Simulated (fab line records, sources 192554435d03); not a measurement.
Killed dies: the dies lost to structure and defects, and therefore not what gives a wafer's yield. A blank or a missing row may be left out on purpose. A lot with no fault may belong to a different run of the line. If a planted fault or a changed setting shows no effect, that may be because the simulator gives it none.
Matching of chambers	flow n5 finfet	ald sin-01 running N5_BEOL_M1_ALD_98: 4 sister chambers
The step deposits SiO2, target thk 2.5 nm, pulse time 1 s, co reactant pulse time 1 s. 4 wafers are shown with their chamber, then 10 later ones without.

== WAFERS WITH THEIR CHAMBER ==
wafer	chamber	heater power w (W)
L079.1	3	72
L081.2	1	69
L081.3	0	92
L087.4	2	79

== WAFERS MISSING THEIR CHAMBER ==
wafer	heater power w (W)
L087.5	91
L092.2	80
L092.4	89
L092.5	72
L094.2	71
L094.4	92
L094.6	80
L095.1	81
L095.3	91
L095.5	92

== WHICH CHAMBER EACH ONE RAN IN ==
wafer	from the rows above	in truth
L087.5	0	0
L092.2	2	2
L092.4	0	0
L092.5	3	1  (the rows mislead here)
L094.2	can't be placed: 3 or 1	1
L094.4	0	0
L094.6	2	2
L095.1	2	2
L095.3	0	0
L095.5	0	0
Placed correctly: 8 of 10. Can't be placed from these rows: 1 (the true chamber is among the candidates in 1). Number placed wrongly: 1.
How it was worked out, from the rows above alone: a wafer's distance from a chamber is the root of the sum, over the readings, of the square of ((its reading less the chamber's mean) divided by the reading's scatter). The wafer belongs to the nearest chamber; if the next one is less than 2 further off, it can't be placed. For every chamber, the mean is computed from those of its wafers that are shown. The scatter (one wafer shown for each chamber): square how far every hidden wafer sits from the nearest shown wafer, average those squares and take the square root.
